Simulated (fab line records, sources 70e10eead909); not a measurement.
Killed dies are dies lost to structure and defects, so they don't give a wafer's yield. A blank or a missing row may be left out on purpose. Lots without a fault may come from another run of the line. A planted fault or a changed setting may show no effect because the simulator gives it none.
Chamber matching | flow nand_harc | NHARC_A_STAIRCASE_DEP_417 on pecvd-02: 3 sister chambers
The step deposits Si3N4, target thk 60 nm. 3 wafers are shown with their chamber, then 11 later ones without.

WAFERS WITH THEIR CHAMBER
wafer  | chamber | heater_power_w (W)
L086.1 | 1       | 659
L086.4 | 2       | 828
L091.2 | 0       | 880

WAFERS WITHOUT THEIR CHAMBER
wafer  | heater_power_w (W)
L091.4 | 795
L091.5 | 886
L092.2 | 697
L092.5 | 673
L092.6 | 687
L094.2 | 756
L094.3 | 659
L094.4 | 738
L097.3 | 751
L097.5 | 604
L097.6 | 965

WHICH CHAMBER EACH WENT THROUGH
wafer  | from the rows above          | in truth
L091.4 | can't be placed: 2 or 0 or 1 | 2
L091.5 | can't be placed: 0 or 2      | 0
L092.2 | can't be placed: 1 or 2      | 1
L092.5 | 1                            | 1
L092.6 | 1                            | 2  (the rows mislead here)
L094.2 | can't be placed: 2 or 1 or 0 | 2
L094.3 | 1                            | 1
L094.4 | can't be placed: 1 or 2 or 0 | 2
L097.3 | can't be placed: 2 or 1 or 0 | 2
L097.5 | 1                            | 1
L097.6 | can't be placed: 0 or 2      | 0
Placed correctly: 3 of 11. Can't be placed from these rows: 7 (the true chamber is among the candidates in 7). Placed wrongly: 1.
How it was worked out, from the rows above alone: a wafer's distance from a chamber is the root of the sum, over the readings, of the square of ((its reading less the chamber's mean) divided by the reading's scatter). The wafer belongs to the nearest chamber; if the next one is less than 2 further off, it can't be placed. A chamber's mean is the mean of its shown wafers. The scatter: with one shown wafer a chamber, the root of the mean of the squares of how far each hidden wafer lies from its nearest shown one.
